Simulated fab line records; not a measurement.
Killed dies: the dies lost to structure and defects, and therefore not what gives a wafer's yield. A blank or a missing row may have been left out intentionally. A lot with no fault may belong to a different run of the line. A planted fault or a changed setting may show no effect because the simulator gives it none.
Split-lot study :: flow n5Finfet :: on a route of 1938 steps: 7 lots, 21 wafers read

## THE SPLIT
At N5_BEOL_M4_COAT_73 (time 60 s, resist thk 5 nm), the setting spinRpm was moved away from the recipe's 1500 rpm on 9 of the 21 wafers read, by -4.6% to +9.6%. This setting was run at the recipe's value on the other wafers.

## FROM THE SPLIT TO THE READING: what the file shows between them, 3 steps
- N5_BEOL_M4_COAT_05: resist thk 30 nm
- N5_BEOL_M4_EBR_07
- N5_BEOL_M4_DESCUM_16: chemistry O2, time 7 s

## THE READING
etch.depthNm (the simulator's own value, which no gauge read), in nm, at N5_BEOL_M4_ETCH_74 (etches underlayer in N2/H2, target depth 6.5 nm, time 5.2 s). The file gives no usual value for it. Average 5.007 nm, standard deviation 0.012 nm, over the 12 wafers here run with the recipe.

wafer: L075.1
tool, chamber at the split: lithoTrack-04, 0
spinRpm as run, rpm: 1644
against the recipe: +9.6%
etch.depthNm, nm: 4.784
against lot-mates on the recipe: -0.237

wafer: L075.3
tool, chamber at the split: lithoTrack-04, 0
spinRpm as run, rpm: 1500
against the recipe: recipe
etch.depthNm, nm: 5.021
against lot-mates on the recipe: -

wafer: L075.5
tool, chamber at the split: lithoTrack-04, 0
spinRpm as run, rpm: 1644
against the recipe: +9.6%
etch.depthNm, nm: 4.788
against lot-mates on the recipe: -0.233

wafer: L082.1
tool, chamber at the split: lithoTrack-03, 0
spinRpm as run, rpm: 1500
against the recipe: recipe
etch.depthNm, nm: 5.012
against lot-mates on the recipe: -

wafer: L082.4
tool, chamber at the split: lithoTrack-03, 0
spinRpm as run, rpm: 1431
against the recipe: -4.6%
etch.depthNm, nm: 5.135
against lot-mates on the recipe: +0.118

wafer: L082.5
tool, chamber at the split: lithoTrack-03, 0
spinRpm as run, rpm: 1500
against the recipe: recipe
etch.depthNm, nm: 5.022
against lot-mates on the recipe: -

wafer: L081.4
tool, chamber at the split: lithoTrack-04, 0
spinRpm as run, rpm: 1500
against the recipe: recipe
etch.depthNm, nm: 5.01
against lot-mates on the recipe: -

wafer: L081.5
tool, chamber at the split: lithoTrack-04, 0
spinRpm as run, rpm: 1500
against the recipe: recipe
etch.depthNm, nm: 4.994
against lot-mates on the recipe: -

wafer: L081.6
tool, chamber at the split: lithoTrack-04, 0
spinRpm as run, rpm: 1500
against the recipe: recipe
etch.depthNm, nm: 5.009
against lot-mates on the recipe: -

wafer: L085.2
tool, chamber at the split: lithoTrack-03, 0
spinRpm as run, rpm: 1500
against the recipe: recipe
etch.depthNm, nm: 5.018
against lot-mates on the recipe: -

wafer: L085.4
tool, chamber at the split: lithoTrack-03, 0
spinRpm as run, rpm: 1500
against the recipe: recipe
etch.depthNm, nm: 5.02
against lot-mates on the recipe: -

wafer: L085.6
tool, chamber at the split: lithoTrack-03, 0
spinRpm as run, rpm: 1500
against the recipe: recipe
etch.depthNm, nm: 4.998
against lot-mates on the recipe: -

wafer: L086.4
tool, chamber at the split: lithoTrack-02, 0
spinRpm as run, rpm: 1441
against the recipe: -3.9%
etch.depthNm, nm: 5.096
against lot-mates on the recipe: +0.108

wafer: L086.5
tool, chamber at the split: lithoTrack-02, 0
spinRpm as run, rpm: 1500
against the recipe: recipe
etch.depthNm, nm: 4.988
against lot-mates on the recipe: -

wafer: L086.6
tool, chamber at the split: lithoTrack-02, 0
spinRpm as run, rpm: 1441
against the recipe: -3.9%
etch.depthNm, nm: 5.07
against lot-mates on the recipe: +0.082

wafer: L089.4
tool, chamber at the split: lithoTrack-04, 0
spinRpm as run, rpm: 1597
against the recipe: +6.5%
etch.depthNm, nm: 4.863
against lot-mates on the recipe: -0.137

wafer: L089.5
tool, chamber at the split: lithoTrack-04, 0
spinRpm as run, rpm: 1500
against the recipe: recipe
etch.depthNm, nm: 5
against lot-mates on the recipe: -

wafer: L089.6
tool, chamber at the split: lithoTrack-04, 0
spinRpm as run, rpm: 1597
against the recipe: +6.5%
etch.depthNm, nm: 4.852
against lot-mates on the recipe: -0.148

wafer: L097.1
tool, chamber at the split: lithoTrack-04, 0
spinRpm as run, rpm: 1500
against the recipe: recipe
etch.depthNm, nm: 4.992
against lot-mates on the recipe: -

wafer: L097.2
tool, chamber at the split: lithoTrack-04, 0
spinRpm as run, rpm: 1631
against the recipe: +8.7%
etch.depthNm, nm: 4.816
against lot-mates on the recipe: -0.176

wafer: L097.3
tool, chamber at the split: lithoTrack-04, 0
spinRpm as run, rpm: 1631
against the recipe: +8.7%
etch.depthNm, nm: 4.815
against lot-mates on the recipe: -0.177

THE FIT
A straight line over all 21 wafers: etch.depthNm changes by -0.0226 nm for each +1% of spinRpm; r = -0.99; the points scatter about the line by 0.013 nm.
The same after taking each lot's own level away (the mean of its wafers on the recipe; 21 wafers): -0.0229 nm for each +1%; r = -0.99; scatter 0.012 nm.
According to that fit, moving spinRpm by its largest amount changes the reading by 0.22 nm.
Measured against the standard deviation above, the lots' own levels, which go from 4.9880 to 5.0210 nm, span 2.8 times it.
Hence the lot-to-lot level has little effect on the slope; both slopes agree.
Check: for one of the wafers moved furthest among these (+9.6%), held out of the fit, the line's prediction against its lot-mates is -0.212 nm. Against them it came out at -0.237 nm.

## FURTHER SPLITS ON THESE WAFERS
These wafers also went through other splits before the reading. Each is held against what the fit with the lots' levels taken away leaves over:
other split on the same wafers: N5_BEOL_M1_EXPOSE_08 doseMj
wafers away from the commonest value: 6
r with etch.depthNm (lot level and that fit taken away): +0.07

other split on the same wafers: N5_BEOL_M3_ILD_DEP_00 timeS
wafers away from the commonest value: 5
r with etch.depthNm (lot level and that fit taken away): +0.09

other split on the same wafers: N5_BEOL_M3_COAT_62 spinRpm
wafers away from the commonest value: 7
r with etch.depthNm (lot level and that fit taken away): +0.15

## FILE'S OWN FIT
etch.depthNm changes by -0.0228 nm for each +1% of spinRpm, r = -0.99.
